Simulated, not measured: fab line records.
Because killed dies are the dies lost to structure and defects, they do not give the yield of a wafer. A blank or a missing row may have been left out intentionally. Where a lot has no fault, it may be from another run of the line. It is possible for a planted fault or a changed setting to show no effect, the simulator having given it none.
Comparing a struck lot with a sound one + flow n5 finfet + 16 steps out of a route of 1938
Sound: these wafers, L594.1, L594.2, L594.5. Struck: wafer L590.5. (L590.4 of the same lot was not struck and is left out.) The cause comes at the end.
Each step with rows lists, per side, the tool, then ch with its chambers, then its first start. Under that, the readings that differ: sound wafers + struck wafers + difference of the means + sigmas: that difference in standard deviations of wafers without a fault.
alike: same words and numbers on both sides, and readings whose means sit less than 2 such deviations apart. not compared: any withheld reading, any reading some wafer has no value for, any bound like >300 that may hide the same value, and any number with overlapping values for which the record gives no deviation.
A row with sigmas, a row that says differs or no value, or rows on one side alone: a step with any of these is where the two part. Numbers that have no deviation but don't overlap get no sigmas and don't part them. Lack of a reading on every wafer of one side parts them only where that side has two or more wafers.

first, 8 steps without rows for these wafers: N5_BEOL_M4_COAT_68 (time 60 s, resist thk 12 nm); N5_BEOL_M4_COAT_76 (time 60 s, resist thk 5 nm); N5_BEOL_M4_COAT_22 (resist thk 30 nm); N5_BEOL_M4_EBR_24; N5_BEOL_M4_SOFTBAKE_23 (time 60 s); N5_BEOL_M4_EXPOSE_25 (exposes mask V3, defocus 5 nm); N5_BEOL_M4_PEB_26 (peb time 60 s); N5_BEOL_M4_DEVELOP_27 (develop time 30 s).
N5_BEOL_M4_CD_MEAS_28: target cd 26.2 nm, target cd y 24.1 nm.
  sound on cd sem-03 ch 0, day 11 19:23; struck on cd sem-03 ch 0, day 11 02:04
  alike: cd nm
N5_BEOL_M4_OVL_MEAS_29:
  sound on overlay-01 ch 0, day 11 19:25; struck on overlay-02 ch 0, day 11 02:06
  alike: V3_OVL
N5_BEOL_M4_INSPECT_30: inspects for defects (brightfield).
  sound: defect inspect-01 at day 11 19:28; struck: defect inspect-02 at day 11 02:08
  alike: raw defect count
N5_BEOL_M4_DESCUM_33: chemistry O2, time 7 s.
  sound on rie diel-04 ch 0,1,3, day 11 19:30; struck on rie diel-02 ch 1, day 11 02:10
  alike: drypump motor current A, oes product au, rf vpp V, showerhead plenum p Torr, throttle valve pct
  not compared: rf hours counter h
N5_BEOL_M4_ETCH_77: etches underlayer in N2/H2, target depth 6.5 nm, time 5.2 s.
  sound on rie diel-04 ch 0,1,3, day 11 19:32; struck on rie diel-02 ch 1, day 11 02:13
| reading               | sound          | struck | difference | sigmas |
|-----------------------|----------------|--------|------------|--------|
| etch rf on time s (s) | 5.32 5.05 5.25 | 6.96   | +1.75      | +19    |
  alike: drypump motor current A, h2 flow sccm, oes product au, rf vpp V, showerhead plenum p Torr, throttle valve pct
  not compared: rf hours counter h
N5_BEOL_M4_ETCH_69: etches SiARC in CF4, target depth 15.6 nm, time 26 s.
  sound on rie diel-04 ch 0,1,3, day 11 19:34; struck on rie diel-02 ch 1, day 11 02:14
  alike: drypump motor current A, etch rf on time s, mfc ar sccm, oes product au, rf vpp V, showerhead plenum p Torr, throttle valve pct
  not compared: rf hours counter h
N5_BEOL_M4_RC_MEAS_101:
  sound on prober-02 ch 0, day 12 01:29; struck on prober-02 ch 0, day 11 11:31
  alike: DIBL_N, DIBL_P, IOFF_N, IOFF_P, ION_N, ION_P, SS_N, SS_P, VT_N, VT_P
-- a jump in the record: the struck wafers' starts before and after are 4 days apart (it breaks off in module BEOL_M4 and resumes in module PASSIVATION, where the first step shown is number 1936 of the route) --
N5_PASSIVATION_PROBE_49:
  sound: prober-01 at day 15 22:29; struck: prober-01 at day 15 15:46
| reading                 | sound       | struck | difference | sigmas |
|-------------------------|-------------|--------|------------|--------|
| sort_bin_5_function (%) | 6.4 6.7 6.2 | 4.1    | -2.3       | -2     |
  alike: defect limited yield, killed_at_M0_to_M3, killed_at_M4_up, killed at contacts, killed at front end, killed at other, killed dies, killed open, killed short, sort_bin_6_memory, sort_bin_8_speed, sort n pass, sort yield pct

## WHERE THEY PART
First at N5_BEOL_M4_ETCH_77; last, within this record, at N5_PASSIVATION_PROBE_49.

WHY: what the simulator had put in
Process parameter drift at N5_BEOL_M4_ETCH_77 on rie diel-02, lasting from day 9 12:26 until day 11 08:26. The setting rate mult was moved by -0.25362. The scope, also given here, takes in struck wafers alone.
